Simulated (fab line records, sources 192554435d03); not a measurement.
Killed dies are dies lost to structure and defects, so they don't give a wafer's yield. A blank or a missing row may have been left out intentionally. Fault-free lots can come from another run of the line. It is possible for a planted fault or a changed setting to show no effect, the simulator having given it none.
Matching of chambers ; flow n5Finfet ; 4 sister chambers for N5_BEOL_M5_ETCH_75 on rieDiel-06
The step etches underlayer in N2/H2, target depth 6.5 nm, time 5.2 s. 4 wafers are shown with their chamber, then 10 later ones without.

== WAFERS WITH THEIR CHAMBER ==
wafer;chamber;drypumpMotorCurrentA (A)
L085.6;3;5.1
L086.5;2;6.7
L088.1;0;5.7
L088.2;1;5.7

== WAFERS MISSING THEIR CHAMBER ==
wafer;drypumpMotorCurrentA (A)
L088.5;5.2
L089.2;5.8
L089.5;5.8
L089.6;5.7
L091.1;5.7
L091.3;5.7
L091.6;5.7
L093.1;5.7
L093.4;5.2
L093.5;5.2

== CHAMBER TAKEN BY EACH ==
wafer;from the rows above;in truth
L088.5;3;3
L089.2;can't be placed: 0 or 1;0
L089.5;can't be placed: 0 or 1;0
L089.6;can't be placed: 0 or 1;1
L091.1;can't be placed: 0 or 1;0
L091.3;can't be placed: 0 or 1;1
L091.6;can't be placed: 0 or 1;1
L093.1;can't be placed: 0 or 1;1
L093.4;3;3
L093.5;3;3
Correctly placed: 3 of 10. From these rows, 7 cannot be placed; in 7 the true chamber is one of the candidates. Number placed wrongly: 0.
How it was worked out, from the rows above alone: a wafer's distance from a chamber is the root of the sum, over the readings, of the square of ((its reading less the chamber's mean) divided by the reading's scatter). If the next closest chamber is less than 2 further off than the closest, the wafer can't be placed; otherwise it belongs to the closest. The mean given for a chamber averages the wafers shown for that chamber. The scatter: root of mean squared gap, hidden wafer to nearest shown wafer, with one shown wafer a chamber.
